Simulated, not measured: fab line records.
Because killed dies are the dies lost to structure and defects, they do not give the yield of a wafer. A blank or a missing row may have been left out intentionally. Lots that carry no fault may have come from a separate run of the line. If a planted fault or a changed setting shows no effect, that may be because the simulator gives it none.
Which tool was responsible?    flow nandHarc    route of 1159 steps, sampled at 1 step: 6 lots, 18 wafers

## WHAT THE GAUGES READ, wafer by wafer
NHARC_P_BONDPAD_CD_MEAS_13.
lot   measured      on        cdNm (nm)
L912  day 7 03:28   cdSem-02  495.6 498.4 499.0
L914  day 7 18:58   cdSem-02  498.8 500.5 499.7
L917  day 8 08:39   cdSem-02  502.0 503.0 499.0
L925  day 10 06:04  cdSem-03  498.9 496.2 499.4
L930  day 11 12:53  cdSem-03  498.5 503.0 500.9
L931  day 11 14:25  cdSem-03  500.9 500.1 500.1

## WHICH TOOL RAN EACH LOT (tool, then ch and the chambers of the sampled wafers, then the start)
Before these readings, the record contains no process step.

## THE ANSWER, worked out from the rows above alone
Rule: the usual values come from the lots themselves. Put in order of their means at a reading, lots are off if they are a third of the lots or fewer, leave a main group of 4 or more, and stand apart from it by a gap of 3 or more times the standard deviation of the main group's means; of several such gaps the widest counts. A main group whose means are all the same, to the digits that the tables above print for the reading, isn't used. A lot without any number at a reading at which 4 lots or more have one is off too. Any other lot the step has rows for is counted as sound.
No lot is off on any of the readings shown, so nothing can be concluded from this.

## WHAT THE SIMULATOR HAD INSERTED
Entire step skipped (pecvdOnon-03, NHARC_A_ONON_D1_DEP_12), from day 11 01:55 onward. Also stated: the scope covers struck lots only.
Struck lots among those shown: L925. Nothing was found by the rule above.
